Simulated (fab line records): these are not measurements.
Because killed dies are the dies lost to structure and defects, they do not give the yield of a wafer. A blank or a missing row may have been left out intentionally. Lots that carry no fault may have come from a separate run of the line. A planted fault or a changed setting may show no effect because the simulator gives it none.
fab line records	flow nandHarc
record lots=6	wafers=18	lastDay=33
route steps=1302 shown P_CONTACT@235 END@1302
lots that met no fault: taken from a fault-free run of the same line
startH: hours from the record's first day to the start of the lot's first wafer shown	waitH: hours since the lot's step before	" identical to the entry in the row above	L1.1+2: a single row standing in for several wafers	- value missing, or start not given	* or withheld: withheld	< > ~ a bound
route shown NAME@n: a module of which the file shows steps, and the number in the route of the first	usual: average and standard deviation across the fault-free wafers	same: alike in all rows	chamber/n: place in a boat	sites: the reading at each site	_std_site: their standard deviation	_edge_site: inner sites' mean taken away from outer sites' mean	radiusMm: how far each site lies from the wafer's centre	mask NAME#n: copy n	behind: the most recent tool/chamber to have shaped the wafer	hold: reason for holding the lot/hours on hold/outcome of the hold	device: the transistor (n, p or np) that didn't switch	end of line: tests of these same wafers at the route's end	step lacking rows: just its recipe	killed: count of dies lost to structure and defects at first sort (not the wafer's yield)	map: a wafer's dies, marking killed ones x, the rest . and places with no die _
set.NAME: the setting as run; set.NAME@STEP: as run at that earlier step	model.NAME: the simulator's own value behind a step, which no gauge read
a table for each step, a row for each wafer; lots at some steps of the route
services: a tool's chamber out of use, with start hour (startH, from the record's first day; less than 0 if before it), hours out, and reason
## steps
# step NHARC_P_CONTACT_DESCUM_17
# recipe timeS=3	o2FlowSccm=200	arFlowSccm=0	biasPowerW=0	chemistry=O2
# usual drypumpMotorCurrentA=5.7/0.4	oesProductAu=0.999/0.011	rfVppV=57.8/0.95	showerheadPlenumPTorr=1.89/0.082	throttleValvePct=11.312/0.0095
# same biasPowerW=0
lot.wafer	tool	chamber	startH	waitH	drypumpMotorCurrentA	oesProductAu	rfHoursCounterH	rfVppV	showerheadPlenumPTorr	throttleValvePct
L588.3	rieDiel-10	1	115.94	0.1	5.2	0.999	1.2	56.9	1.84	11.299
L588.4	"	2	"	"	5.7	1.014	-	59.0	2.00	11.309
L588.6	"	0	"	"	5.8	1.020	-	57.9	2.00	11.303
L593.3	rieDiel-10	0	167.52	0.1	5.7	1.022	2.7	59.8	2.00	11.317
L593.2	"	1	"	"	5.2	0.989	2.7	57.2	1.84	11.299
L593.5	"	1	"	"	5.2	0.997	-	56.4	1.84	11.323
L603.4	rieDiel-10	3	262.25	0.1	6.3	1.000	0.1	59.0	1.84	11.322
L603.5	"	2	"	"	5.7	0.995	-	56.6	2.00	11.316
L603.6	"	3	"	"	6.3	0.991	-	58.2	1.84	11.305
L604.3	rieDiel-01	1	278.04	0.1	5.2	0.998	1.6	58.7	1.79	11.307
L604.2	"	0	"	"	5.1	0.992	1.6	59.8	1.89	11.295
L604.6	"	1	"	"	5.2	0.989	-	57.2	1.79	11.327
L610.1	rieDiel-07	0	339.87	0.1	5.8	1.001	1.3	59.2	2.01	11.314
L610.4	"	1	"	"	6.4	0.996	1.0	56.6	1.97	11.309
L610.2	"	2	"	"	5.8	0.993	1.7	57.5	1.84	11.294
L611.4	rieDiel-07	3	347.79	0.1	6.2	1.004	2.7	57.5	1.79	11.295
L611.2	"	1	"	"	6.4	1.006	1.7	58.0	1.97	11.334
L611.5	"	3	"	"	6.2	1.001	-	56.9	1.79	11.315
# step NHARC_P_CONTACT_ETCH_35
# recipe targetDepthA=390	overEtchFrac=0.3	timeS=65	ionEnergyEv=80	cf4FlowSccm=150	arFlowSccm=0	rfW=300	biasW=100	chemistry=CF4
# usual drypumpMotorCurrentA=5.7/0.41	oesProductAu=0.999/0.0092	rfVppV=151.2/1.2	showerheadPlenumPTorr=1.76/0.07	throttleValvePct=13.284/0.0091
lot.wafer	tool	chamber	startH	waitH	drypumpMotorCurrentA	oesProductAu	rfHoursCounterH	rfVppV	showerheadPlenumPTorr	throttleValvePct
L588.3	rieDiel-10	1	116.05	0.1	5.2	0.994	1.2	151.2	1.71	13.282
L588.4	"	0	"	"	5.8	1.010	-	153.6	1.84	13.293
L588.6	"	1	"	"	5.2	0.984	-	151.9	1.71	13.304
L593.2	rieDiel-10	2	167.62	0.1	5.7	1.011	2.7	151.7	1.85	13.271
L593.3	"	0	"	"	5.7	1.017	2.7	152.6	1.84	13.284
L593.5	"	2	"	"	5.7	1.012	-	152.5	1.85	13.273
L603.4	rieDiel-10	3	262.35	0.1	6.3	1.005	0.2	150.7	1.71	13.265
L603.6	"	0	"	"	5.7	0.998	-	152.8	1.84	13.288
L603.5	"	1	"	"	5.2	0.997	-	148.9	1.71	13.289
L604.2	rieDiel-01	3	278.12	0.1	5.3	1.009	1.9	150.6	1.71	13.281
L604.3	"	0	"	"	5.1	0.992	1.6	150.5	1.75	13.279
L604.6	"	3	"	"	5.3	0.997	-	150.5	1.71	13.289
L610.1	rieDiel-07	1	339.95	0.1	6.4	1.001	1.0	152.2	1.82	13.279
L610.2	"	2	"	"	5.8	0.997	1.7	150.2	1.71	13.286
L610.4	"	3	"	"	6.2	1.009	1.7	150.5	1.67	13.278
L611.2	rieDiel-07	2	347.89	0.1	5.8	0.995	2.4	149.3	1.71	13.280
L611.4	"	3	"	"	6.2	0.997	2.7	150.0	1.66	13.283
L611.5	"	0	"	"	5.8	0.989	-	151.8	1.85	13.289
# step NHARC_P_CONTACT_ETCH_36
# recipe targetDepthA=2600	overEtchFrac=0.25	timeS=406.25	ionEnergyEv=200	n2FlowSccm=150	h2FlowSccm=150	arFlowSccm=0	rfW=400	biasW=150	chemistry=N2/H2
# step NHARC_P_CONTACT_ETCH_18
# recipe targetDepthA=4810	timeS=240.5	c4f8FlowSccm=20	o2FlowSccm=10	arFlowSccm=withheld	rfW=600	biasW=1500	chemistry=C4F8/O2/Ar
# usual oesProductAu=0.959/0.019	rfVppV=977/5.5
lot.wafer	tool	chamber	startH	waitH	oesProductAu	rfHoursCounterH	rfVppV
L588.3	rieDiel-10	1	-	-	0.951	1.5	972
L588.4	"	2	"	"	0.968	-	984
L588.6	"	1	"	"	0.954	-	973
L593.2	rieDiel-10	0	-	-	0.970	3.0	984
L593.3	"	1	"	"	0.952	3.0	973
L593.5	"	1	"	"	0.952	-	974
L603.4	rieDiel-10	2	-	-	0.965	0.3	985
L603.6	"	3	"	"	0.966	-	973
L603.5	"	0	"	"	0.987	-	983
L604.2	rieDiel-01	3	-	-	0.988	2.1	976
L604.3	"	1	"	"	0.959	1.8	970
L604.6	"	3	"	"	0.979	-	974
L610.4	rieDiel-07	2	-	-	0.973	1.9	973
L610.2	"	3	"	"	0.962	2.0	970
L610.1	"	0	"	"	0.966	1.6	984
L611.2	rieDiel-07	3	-	-	0.952	2.9	970
L611.4	"	1	"	"	0.982	2.0	982
L611.5	"	0	"	"	0.969	-	985
# step NHARC_P_CONTACT_STRIP_37
# recipe c4f8FlowSccm=withheld	o2FlowSccm=8	arFlowSccm=withheld	biasW=0	chemistry=C4F8/O2/Ar
# step NHARC_P_CONTACT_ETCH_31
# recipe targetDepthA=300	timeS=85.7	ionEnergyEv=120	overEtchFrac=1	ch3fFlowSccm=50	o2FlowSccm=30	arFlowSccm=200	rfW=500	biasW=100	chemistry=CH3F/O2
# step NHARC_P_CONTACT_CD_MEAS_19
# usual cdNm=89.8/1.7
lot.wafer	tool	chamber	startH	waitH	cdNm
L588.3	cdSem-01	-	116.96	-	88.6
L588.4	"	-	"	"	91.0
L588.6	"	-	"	"	90.3
L593.2	cdSem-02	-	168.54	-	88.4
L593.3	"	-	"	"	88.0
L593.5	"	-	"	"	87.4
L603.4	cdSem-02	-	263.13	-	90.1
L603.5	"	-	"	"	90.1
L603.6	"	-	"	"	88.8
L604.2	cdSem-02	-	278.91	-	88.8
L604.3	"	-	"	"	89.1
L604.6	"	-	"	"	88.6
L610.1	cdSem-02	-	340.73	-	89.8
L610.2	"	-	"	"	88.3
L610.4	"	-	"	"	90.7
L611.2	cdSem-01	-	348.67	-	88.4
L611.4	"	-	"	"	87.1
L611.5	"	-	"	"	87.9
# step NHARC_P_CONTACT_STRIP_28
# recipe o2FlowSccm=500	arFlowSccm=0	biasW=0	chemistry=O2
# usual drypumpMotorCurrentA=5.7/0.42	oesProductAu=0.997/0.0093	rfVppV=57.7/0.95	showerheadPlenumPTorr=3.50/0.14	throttleValvePct=17.036/0.0094
lot.wafer	tool	chamber	startH	waitH	drypumpMotorCurrentA	oesProductAu	rfHoursCounterH	rfVppV	showerheadPlenumPTorr	throttleValvePct
L588.3	rieDiel-01	0	117.05	0.1	5.1	1.002	2.1	55.8	3.49	17.028
L588.4	"	1	"	"	5.2	0.984	2.4	59.5	3.32	17.032
L588.6	"	3	"	"	5.4	1.002	-	57.4	3.41	17.048
L593.2	rieDiel-07	1	168.65	0.1	6.4	0.986	2.0	57.0	3.63	17.048
L593.3	"	2	"	"	5.8	0.983	2.0	57.9	3.41	17.021
L593.5	"	0	"	"	5.8	0.994	-	56.8	3.70	17.038
L603.4	rieDiel-07	3	263.21	0.1	6.2	1.005	6.6	56.7	3.32	17.041
L603.5	"	2	"	"	5.8	0.978	-	58.6	3.40	17.050
L603.6	"	3	"	"	6.2	0.991	-	57.9	3.32	17.036
L604.3	rieDiel-01	1	278.99	0.1	5.2	0.989	1.9	56.0	3.32	17.034
L604.2	"	0	"	"	5.1	0.992	2.0	58.6	3.49	17.036
L604.6	"	2	"	"	5.7	0.974	-	56.3	3.59	17.048
L610.1	rieDiel-10	3	340.83	0.1	6.3	0.998	2.3	57.0	3.40	17.036
L610.4	"	0	"	"	5.8	1.004	2.3	57.8	3.67	17.056
L610.2	"	1	"	"	5.2	1.002	2.3	57.1	3.40	17.051
L611.2	rieDiel-07	1	348.74	0.1	6.4	0.993	2.1	57.8	3.62	17.045
L611.4	"	2	"	"	5.8	0.996	2.6	58.0	3.40	17.029
L611.5	"	1	"	"	6.4	0.991	-	58.0	3.62	17.040
# step NHARC_P_CONTACT_STRIP_29
# recipe timeS=1200	tempC=72.5	chemistry=postEtchResidueRemover
# step NHARC_P_CONTACT_DEGAS_38
# recipe tempC=300	timeS=60
# step NHARC_P_CONTACT_PRE_CLEAN_39
# recipe timeS=19.5	biasV=250	gas=Ar
# step NHARC_P_CONTACT_PVD_32
# recipe targetThkA=50	chamberPressurePa=5	powerW=5000	substrateTempC=200	timeS=17.7	material=Ti
# step NHARC_P_CONTACT_ALD_22
# recipe targetThkA=30	pulseTimeS=1	aldCycles=150	tempC=450	material=TiN
# usual aldCycles=150/0	heaterPowerW=1118/130	precursorPulseHeightRel=1.001/0.02	susceptorTempC=450.00/0.24
lot.wafer	tool	chamber	startH	waitH	aldCycles	heaterPowerW	precursorPulseHeightRel	susceptorTempC
L588.3	aldMetal-03	1	117.91	-	150	988	0.984	450.14
L588.4	"	2	"	"	150	1119	1.021	450.11
L588.6	"	1	"	"	150	996	0.994	450.40
L593.3	aldMetal-02	0	169.50	-	150	1046	0.989	449.94
L593.2	"	3	"	"	150	1069	1.019	450.48
L593.5	"	1	"	"	150	1061	0.982	449.83
L603.4	aldMetal-02	0	264.09	-	74	1070	1.008	449.79
L603.6	"	3	"	"	150	1114	1.028	449.98
L603.5	"	0	"	"	74	1051	1.019	449.95
L604.2	aldMetal-02	1	279.86	-	150	1093	1.002	450.00
L604.3	"	0	"	"	74	1044	1.021	449.86
L604.6	"	1	"	"	150	1092	0.978	449.98
L610.1	aldMetal-02	0	341.73	-	150	1078	1.032	450.19
L610.2	"	1	"	"	150	1082	0.986	450.48
L610.4	"	2	"	"	150	1002	0.990	450.35
L611.2	aldMetal-03	0	349.72	-	150	1459	1.027	449.48
L611.4	"	2	"	"	150	1125	0.991	450.30
L611.5	"	3	"	"	150	1319	1.015	449.87
# step NHARC_P_CONTACT_CVD_23
# recipe targetThkA=2000	tempC=300	pressureTorr=40	wf6FlowSccm=40	h2FlowSccm=1600	arFlowSccm=1560	timeS=557	material=W
# usual heaterPowerW=492/24	susceptorTempC=299.99/0.19	throttleValvePct=8.17/0.27
lot.wafer	tool	chamber	startH	waitH	heaterPowerW	susceptorTempC	throttleValvePct
L588.3	cvdW-02	0	-	-	473	300.23	8.55
L588.4	"	0	"	"	453	300.30	8.13
L588.6	"	0	"	"	479	300.01	8.46
L593.2	cvdW-02	0	-	-	470	-	8.29
L593.3	"	0	"	"	469	-	8.17
L593.5	"	1	"	"	498	-	8.01
L603.4	cvdW-02	0	-	-	479	299.96	8.53
L603.5	"	0	"	"	475	300.12	8.35
L603.6	"	1	"	"	495	300.11	7.92
L604.2	cvdW-01	0	-	-	495	299.82	8.40
L604.3	"	0	"	"	487	299.91	8.50
L604.6	"	1	"	"	536	300.15	7.81
L610.1	cvdW-01	0	-	-	496	-	7.98
L610.2	"	1	"	"	527	-	7.90
L610.4	"	0	"	"	485	-	8.39
L611.2	cvdW-01	1	-	-	534	300.06	7.80
L611.4	"	0	"	"	493	300.09	8.47
L611.5	"	0	"	"	495	300.28	8.45
# step NHARC_END_SORT_01
# recipe tempC=25
# usual killedAtArray=53/19	killedAtOther=0.8/1.2	killedAtPeriphery=3.7/2.3	killedDies=57/19	killedOpen=3.2/1.7	killedShort=2.6/1.8
# same grossDies=677
lot.wafer	tool	chamber	startH	waitH	hold	killedAtArray	killedAtOther	killedAtPeriphery	killedDies	killedOpen	killedShort
L588.3	prober-01	0	581.26	3.1	-	48	0	2	50	3	2
L588.4	prober-01	0	582.07	3.4	-	77	0	3	80	3	4
L588.6	prober-01	0	583.68	4.0	-	60	0	2	62	1	10
L593.2	prober-02	0	633.77	2.8	-	30	1	2	33	3	4
L593.3	prober-02	0	634.57	3.1	-	31	0	1	32	4	8
L593.5	prober-02	0	636.17	3.7	-	25	1	0	26	2	1
L604.2	prober-01	0	717.44	2.8	awaitDispo/2.1h/release	58	0	4	62	3	0
L604.3	prober-01	0	718.24	3.1	awaitDispo/2.1h/release	55	1	621	677	9	1
L604.6	prober-01	0	720.65	4.0	awaitDispo/2.1h/release	53	3	2	58	2	4
L603.4	prober-02	0	719.19	3.5	awaitDispo/2.1h/release	92	0	585	677	4	4
L603.5	prober-02	0	720.01	3.8	awaitDispo/2.1h/release	87	0	590	677	1	3
L603.6	prober-02	0	720.83	4.1	awaitDispo/2.1h/release	65	1	0	66	4	1
L611.2	prober-02	0	783.81	2.8	-	37	4	1	42	1	1
L611.4	prober-02	0	785.41	3.4	-	44	1	1	46	4	0
L611.5	prober-02	0	786.21	3.7	-	46	3	2	51	0	3
L610.1	prober-01	0	786.93	2.5	-	48	0	7	55	6	4
L610.2	prober-01	0	787.72	2.8	-	49	0	5	54	4	4
L610.4	prober-01	0	789.31	3.4	-	51	0	5	56	2	3
# killed by level:class
L588.3 A_SLIT:chamberFilmFlake=22 A_CHANNEL_HOLE_D1:chamberFilmFlake=15 A_CHANNEL_HOLE_D2:chamberFilmFlake=5 A_M0:geometricParticle:open=2 P_M0:geometricParticle:short=1 P_M1:geometricParticle:open=1 A_WL_FILL:geometricParticle:short=1 A_WL_FILL:chamberFilmFlake=1
L588.4 A_CHANNEL_HOLE_D1:chamberFilmFlake=37 A_SLIT:chamberFilmFlake=24 A_WL_FILL:chamberFilmFlake=4 A_CHANNEL_HOLE_D2:chamberFilmFlake=3 A_ONON_D1:geometricParticle:open=2 A_CONTACT:chamberFilmFlake=2 P_CONTACT:geometricParticle:short=1 A_CHANNEL_FILL_D1:geometricParticle:short=1
L588.6 A_CHANNEL_HOLE_D1:chamberFilmFlake=20 A_SLIT:chamberFilmFlake=18 A_CHANNEL_HOLE_D2:chamberFilmFlake=7 A_ONON_D2:geometricParticle:short=4 A_WL_FILL:chamberFilmFlake=3 A_WL_FILL:geometricParticle:short=2 P_GATE:chamberFilmFlake=2 A_ONON_D1:geometricParticle:short=1
L593.2 A_CHANNEL_HOLE_D2:chamberFilmFlake=9 A_STAIRCASE:chamberFilmFlake=6 A_CHANNEL_HOLE_D1:chamberFilmFlake=3 A_SLIT:chamberFilmFlake=3 A_WL_FILL:geometricParticle:short=2 P_STI:geometricParticle:short=1 P_M1:geometricParticle:open=1 A_CHANNEL_HOLE_D1:geometricParticle:open=1
L593.3 A_CHANNEL_HOLE_D2:chamberFilmFlake=8 A_WL_FILL:geometricParticle:short=4 A_CHANNEL_HOLE_D1:chamberFilmFlake=3 A_SGD_CUT:geometricParticle:short=2 A_CHANNEL_FILL_D1:chamberFilmFlake=2 A_WL_FILL:chamberFilmFlake=2 A_STAIRCASE:chamberFilmFlake=2 P_M1:geometricParticle:open=1
L593.5 A_CHANNEL_HOLE_D2:chamberFilmFlake=9 A_STAIRCASE:chamberFilmFlake=6 A_CHANNEL_HOLE_D1:chamberFilmFlake=2 A_WL_FILL:chamberFilmFlake=2 A_CONTACT:chamberFilmFlake=2 A_ONON_D1:geometricParticle:open=1 A_ONON_D2:geometricParticle:open=1 A_WL_FILL:geometricParticle:short=1
L604.2 A_SLIT:chamberFilmFlake=32 A_CHANNEL_HOLE_D2:chamberFilmFlake=12 A_CHANNEL_HOLE_D1:chamberFilmFlake=10 P_M0:geometricParticle:open=1 P_M1:geometricParticle:open=1 A_ONON_D1:geometricParticle:open=1 P_STI:chamberFilmFlake=1 P_M2:chamberFilmFlake=1
L604.3 P_CONTACT:areaAld=614 A_SLIT:chamberFilmFlake=23 A_CHANNEL_HOLE_D2:chamberFilmFlake=17 A_CHANNEL_HOLE_D1:chamberFilmFlake=5 P_CONTACT:geometricParticle:open=2 P_M2:chamberFilmFlake=2 A_DECK1_JOINT:chamberFilmFlake=2 P_M0:geometricParticle:open=1
L603.4 P_CONTACT:areaAld=581 A_CHANNEL_HOLE_D1:chamberFilmFlake=32 A_SLIT:chamberFilmFlake=26 A_CHANNEL_HOLE_D2:chamberFilmFlake=22 P_CONTACT:chamberFilmFlake=3 A_ONON_D1:geometricParticle:open=2 A_STAIRCASE:chamberFilmFlake=2 P_GATE:geometricParticle:short=1
L603.5 P_CONTACT:areaAld=586 A_CHANNEL_HOLE_D1:chamberFilmFlake=34 A_SLIT:chamberFilmFlake=27 A_CHANNEL_HOLE_D2:chamberFilmFlake=16 A_DECK1_JOINT:chamberFilmFlake=4 A_STAIRCASE:chamberFilmFlake=3 P_CONTACT:chamberFilmFlake=2 P_GATE:geometricParticle:open=1
L604.6 A_SLIT:chamberFilmFlake=18 A_CHANNEL_HOLE_D2:chamberFilmFlake=17 A_CHANNEL_HOLE_D1:chamberFilmFlake=5 A_ONON_D1:geometricParticle:short=3 A_M0:chamberFilmFlake=3 A_CHANNEL_FILL_D2:geometricParticle:open=2 P_STI:chamberFilmFlake=2 A_CONTACT:chamberFilmFlake=2
L603.6 A_SLIT:chamberFilmFlake=30 A_CHANNEL_HOLE_D1:chamberFilmFlake=15 A_CHANNEL_HOLE_D2:chamberFilmFlake=12 A_SGD_CUT:chamberFilmFlake=2 A_ONON_D1:geometricParticle:open=1 A_DECK1_JOINT:geometricParticle:open=1 A_CHANNEL_HOLE_D2:geometricParticle:short=1 A_CONTACT:geometricParticle:open=1
L611.2 A_CHANNEL_HOLE_D2:chamberFilmFlake=23 A_CONTACT:chamberFilmFlake=7 THIN_TSV:chamberFilmFlake=4 A_SLIT:chamberFilmFlake=3 A_WL_FILL:chamberFilmFlake=2 A_CHANNEL_FILL_D1:geometricParticle:short=1 A_CHANNEL_FILL_D1:geometricParticle:open=1 P_STI:chamberFilmFlake=1
L611.4 A_CHANNEL_HOLE_D2:chamberFilmFlake=28 A_SLIT:chamberFilmFlake=5 A_STAIRCASE:chamberFilmFlake=3 A_CHANNEL_FILL_D1:geometricParticle:open=2 A_CHANNEL_FILL_D1:chamberFilmFlake=2 A_CONTACT:chamberFilmFlake=2 P_CONTACT:geometricParticle:open=1 A_WL_FILL:geometricParticle:open=1
L611.5 A_CHANNEL_HOLE_D2:chamberFilmFlake=30 A_CONTACT:chamberFilmFlake=5 A_SLIT:chamberFilmFlake=3 A_WL_FILL:chamberFilmFlake=3 THIN_TSV:chamberFilmFlake=3 P_M0:geometricParticle:short=1 A_ONON_D1:geometricParticle:short=1 A_CHANNEL_FILL_D2:geometricParticle:short=1
L610.1 A_SLIT:chamberFilmFlake=24 A_CHANNEL_HOLE_D1:chamberFilmFlake=7 A_CONTACT:chamberFilmFlake=6 P_GATE:chamberFilmFlake=3 P_CONTACT:geometricParticle:open=2 A_CHANNEL_HOLE_D2:chamberFilmFlake=2 P_CONTACT:geometricParticle:short=1 A_SOURCE_PLATE:geometricParticle:open=1
L610.2 A_SLIT:chamberFilmFlake=31 A_CHANNEL_HOLE_D1:chamberFilmFlake=9 P_GATE:chamberFilmFlake=3 A_WL_FILL:geometricParticle:short=2 P_CONTACT:geometricParticle:open=1 A_DECK1_JOINT:geometricParticle:open=1 A_DECK1_JOINT:geometricParticle:short=1 A_ONON_D2:geometricParticle:short=1
L610.4 A_SLIT:chamberFilmFlake=33 A_CHANNEL_HOLE_D1:chamberFilmFlake=10 A_CONTACT:chamberFilmFlake=4 P_GATE:chamberFilmFlake=3 P_CONTACT:geometricParticle:short=1 A_ONON_D1:geometricParticle:open=1 A_ONON_D1:geometricParticle:short=1 A_WL_FILL:geometricParticle:open=1
# map L603.4 (x killed, . not)
____________x____________
_________xxxxxxx_________
_______xxxxxxxxxxx_______
______xxxxxxxxxxxxx______
_____xxxxxxxxxxxxxxx_____
____xxxxxxxxxxxxxxxxx____
____xxxxxxxxxxxxxxxxx____
___xxxxxxxxxxxxxxxxxxx___
___xxxxxxxxxxxxxxxxxxx___
__xxxxxxxxxxxxxxxxxxxxx__
__xxxxxxxxxxxxxxxxxxxxx__
_xxxxxxxxxxxxxxxxxxxxxxx_
_xxxxxxxxxxxxxxxxxxxxxxx_
_xxxxxxxxxxxxxxxxxxxxxxx_
_xxxxxxxxxxxxxxxxxxxxxxx_
_xxxxxxxxxxxxxxxxxxxxxxx_
xxxxxxxxxxxxxxxxxxxxxxxxx
xxxxxxxxxxxxxxxxxxxxxxxxx
xxxxxxxxxxxxxxxxxxxxxxxxx
xxxxxxxxxxxxxxxxxxxxxxxxx
xxxxxxxxxxxxxxxxxxxxxxxxx
_xxxxxxxxxxxxxxxxxxxxxxx_
_xxxxxxxxxxxxxxxxxxxxxxx_
_xxxxxxxxxxxxxxxxxxxxxxx_
_xxxxxxxxxxxxxxxxxxxxxxx_
_xxxxxxxxxxxxxxxxxxxxxxx_
__xxxxxxxxxxxxxxxxxxxxx__
__xxxxxxxxxxxxxxxxxxxxx__
___xxxxxxxxxxxxxxxxxxx___
___xxxxxxxxxxxxxxxxxxx___
____xxxxxxxxxxxxxxxxx____
____xxxxxxxxxxxxxxxxx____
_____xxxxxxxxxxxxxxx_____
______xxxxxxxxxxxxx______
_______xxxxxxxxxxx_______
_________xxxxxxx_________
____________x____________
# map L604.3 (x killed, . not)
____________x____________
_________xxxxxxx_________
_______xxxxxxxxxxx_______
______xxxxxxxxxxxxx______
_____xxxxxxxxxxxxxxx_____
____xxxxxxxxxxxxxxxxx____
____xxxxxxxxxxxxxxxxx____
___xxxxxxxxxxxxxxxxxxx___
___xxxxxxxxxxxxxxxxxxx___
__xxxxxxxxxxxxxxxxxxxxx__
__xxxxxxxxxxxxxxxxxxxxx__
_xxxxxxxxxxxxxxxxxxxxxxx_
_xxxxxxxxxxxxxxxxxxxxxxx_
_xxxxxxxxxxxxxxxxxxxxxxx_
_xxxxxxxxxxxxxxxxxxxxxxx_
_xxxxxxxxxxxxxxxxxxxxxxx_
xxxxxxxxxxxxxxxxxxxxxxxxx
xxxxxxxxxxxxxxxxxxxxxxxxx
xxxxxxxxxxxxxxxxxxxxxxxxx
xxxxxxxxxxxxxxxxxxxxxxxxx
xxxxxxxxxxxxxxxxxxxxxxxxx
_xxxxxxxxxxxxxxxxxxxxxxx_
_xxxxxxxxxxxxxxxxxxxxxxx_
_xxxxxxxxxxxxxxxxxxxxxxx_
_xxxxxxxxxxxxxxxxxxxxxxx_
_xxxxxxxxxxxxxxxxxxxxxxx_
__xxxxxxxxxxxxxxxxxxxxx__
__xxxxxxxxxxxxxxxxxxxxx__
___xxxxxxxxxxxxxxxxxxx___
___xxxxxxxxxxxxxxxxxxx___
____xxxxxxxxxxxxxxxxx____
____xxxxxxxxxxxxxxxxx____
_____xxxxxxxxxxxxxxx_____
______xxxxxxxxxxxxx______
_______xxxxxxxxxxx_______
_________xxxxxxx_________
____________x____________
## services
tool	chamber	startH	hours	kind
aldMetal-02	2	96.81	2.3	repair
cvdW-02	1	115.00	18.4	repair
rieDiel-07	-	117.20	9.0	pm
aldMetal-02	0	133.55	13.1	repair
rieDiel-01	2	149.37	35.2	repair
cvdW-02	1	153.82	3.4	repair
aldMetal-02	2	162.13	4.4	repair
cvdW-01	-	185.44	13.0	pm
cvdW-02	0	203.66	12.3	repair
rieDiel-01	-	203.80	9.0	pm
cvdW-01	0	236.52	8.5	repair
rieDiel-10	-	242.54	9.0	pm
aldMetal-02	2	250.73	5.8	repair
aldMetal-02	-	254.00	10.0	pm
cvdW-02	-	269.00	13.0	pm
rieDiel-07	2	286.92	3.3	repair
rieDiel-07	-	294.20	9.0	pm
cvdW-02	1	307.39	57.7	repair
aldMetal-02	3	311.45	3.5	repair
rieDiel-07	0	318.46	11.5	repair
rieDiel-07	1	322.69	3.7	repair
rieDiel-10	1	326.92	8.7	repair
rieDiel-01	0	328.31	10.0	repair
rieDiel-01	1	334.30	5.2	repair
## key
firstSign step=NHARC_P_CONTACT_ALD_22	reading=aldCycles	direction=down	sigmas=99+	usual=150	struck=74
effect step=NHARC_END_SORT_01	reading=killedAtPeriphery	direction=up	sigmas=99+	usual=3.7	struck=598.7
moreKillsBornAt NHARC_P_CONTACT_ALD_22@aldMetal-02=1781
metAt NHARC_P_CONTACT_ALD_22
struckWafers L603.4,L603.5,L604.3
laterRowsLeftOut L603.4,L603.5,L604.3
testerLeftOut L603,L604
onsetBetween 169.50 264.09
fault kind=processParameterDrift	tool=aldMetal-02	chamber=0	onsetH=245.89	steps=NHARC_P_CONTACT_ALD_22	channel=aldCycles	offset=-76	shape=step	endH=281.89	actsIn=theseRecipesOnly	stated=150
# testerLeftOut: of these lots the tester's yield and bins aren't shown, on N5 and GAA mostly nor the transistor test; their killed dies are dies lost to structure and defects alone, not to doping, threshold or leakage, so they don't give the yield
# laterRowsLeftOut: the simulator's readings of these wafers behind a module that went badly wrong aren't trusted and aren't shown, but for the sort
